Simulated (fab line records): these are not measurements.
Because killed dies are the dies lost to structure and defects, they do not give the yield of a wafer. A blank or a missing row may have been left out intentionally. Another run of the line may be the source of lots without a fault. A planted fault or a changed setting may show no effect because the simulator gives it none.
Lot-split experiment    flow n5 finfet    21 wafers read across 7 lots, on a route 1938 steps long

THE SPLIT
At N5_BEOL_M5_COAT_60 (time 60 s, resist thk 12 nm), the setting spin rpm was moved away from the recipe's 1500 rpm on 9 of the 21 wafers read, by -8.0% to +9.7%. All remaining wafers had this setting at the recipe value.

FROM THE SPLIT TO THE READING: what the file shows between them, 5 steps
- N5_BEOL_M5_COAT_71: time 60 s, resist thk 5 nm
- N5_BEOL_M5_COAT_05: resist thk 30 nm
- N5_BEOL_M5_DESCUM_16: chemistry O2, time 7 s
- N5_BEOL_M5_ETCH_72: etches underlayer in N2/H2, target depth 6.5 nm, time 5.2 s
- N5_BEOL_M5_ETCH_61: etches SiARC in CF4, target depth 15.6 nm, time 26 s

THE READING
SiARC_of_BEOL_M5_COAT_60.thk nm (the simulator's own value, which no gauge read), in nm, at N5_BEOL_M5_ETCH_62 (etches SOC in N2/H2, target depth 75 nm, overetch 15 nm, time 112.5 s). No usual value for it is given in the file. Across the 12 wafers here that went through the recipe, the average is 6.8 nm and the standard deviation 0.11 nm.

wafer   tool, chamber at the split  spin rpm as run, rpm  against the recipe  SiARC_of_BEOL_M5_COAT_60.thk nm, nm  against lot-mates on the recipe
L076.1  litho track-01, 0           1586                  +5.7%               6.4                                  no lot-mate on the recipe
L076.3  litho track-01, 0           1586                  +5.7%               6.4                                  no lot-mate on the recipe
L076.6  litho track-01, 0           1586                  +5.7%               6.4                                  no lot-mate on the recipe
L080.2  litho track-05, 0           1605                  +7.0%               6.4                                  -0.4
L080.4  litho track-05, 0           1500                  recipe              6.8                                  -
L080.6  litho track-05, 0           1500                  recipe              6.8                                  -
L079.2  litho track-05, 0           1422                  -5.2%               6.8                                  +0.0
L079.3  litho track-05, 0           1500                  recipe              6.8                                  -
L079.5  litho track-05, 0           1500                  recipe              6.8                                  -
L084.3  litho track-01, 0           1500                  recipe              6.8                                  -
L084.4  litho track-01, 0           1645                  +9.7%               6                                    -0.8
L084.6  litho track-01, 0           1645                  +9.7%               6.4                                  -0.4
L088.2  litho track-01, 0           1500                  recipe              6.8                                  -
L088.4  litho track-01, 0           1500                  recipe              6.8                                  -
L088.6  litho track-01, 0           1410                  -6.0%               7.2                                  +0.4
L094.1  litho track-01, 0           1500                  recipe              6.8                                  -
L094.3  litho track-01, 0           1380                  -8.0%               7.2                                  +0.5
L094.5  litho track-01, 0           1500                  recipe              6.6                                  -
L097.1  litho track-01, 0           1500                  recipe              7                                    -
L097.2  litho track-01, 0           1500                  recipe              7                                    -
L097.6  litho track-01, 0           1500                  recipe              7                                    -

FIT RESULTS
A straight line over all 21 wafers: SiARC_of_BEOL_M5_COAT_60.thk nm changes by -0.0578 nm for each +1% of spin rpm; r = -0.90; the points scatter about the line by 0.14 nm.
The same after taking each lot's own level away (the mean of its wafers on the recipe; 18 wafers): -0.057 nm for each +1%; r = -0.93; scatter 0.11 nm.
The reading moves by 0.55 nm for the largest change in spin rpm, on that fit.
From 6.70 to 7.00 nm: that is the span of the lots' own levels, equal to 2.7 times the standard deviation above.
The two slopes are in agreement: the lot-to-lot level therefore moves the slope only a little.
Check: for one of the wafers moved furthest among these (+9.7%), held out of the fit, the line's prediction against its lot-mates is -0.47 nm. Against them it came out at -0.8 nm.

FURTHER SPLITS ON THESE WAFERS
Before the reading, these wafers also passed through other splits. Each is held against what the fit with the lots' levels taken away leaves over:
other split on the same wafers    wafers away from the commonest value  r with SiARC_of_BEOL_M5_COAT_60.thk nm (lot level and that fit taken away)
N5_BEOL_M2_EXPOSE_08 dose mj      6                                     +0.16
N5_BEOL_M3_TRENCH_ETCH_37 time s  3                                     +0.15
N5_BEOL_M5_ILD_DEP_00 temp c      9                                     -0.09

THE WHOLE CHAIN: every reading that the file lists as answering this split, in the file's order
step                what it does                                                           reading                                                                           change (the file's fit)                 r (the file's)
N5_BEOL_M5_COAT_60  time 60 s, resist thk 12 nm                                            SiARC_of_BEOL_M5_COAT_60.thk nm (the simulator's own value, which no gauge read)  -0.0663 nm for each +1% of the setting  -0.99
N5_BEOL_M5_ETCH_61  etches SiARC in CF4, target depth 15.6 nm, time 26 s                   etch.depth nm (the simulator's own value, which no gauge read)                    -0.0598 nm for each +1% of the setting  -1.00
N5_BEOL_M5_ETCH_62  etches SOC in N2/H2, target depth 75 nm, overetch 15 nm, time 112.5 s  SiARC_of_BEOL_M5_COAT_60.thk nm (the simulator's own value, which no gauge read)  -0.0557 nm for each +1% of the setting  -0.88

FILE'S OWN FIT
SiARC_of_BEOL_M5_COAT_60.thk nm changes by -0.0557 nm for each +1% of spin rpm, r = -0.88.
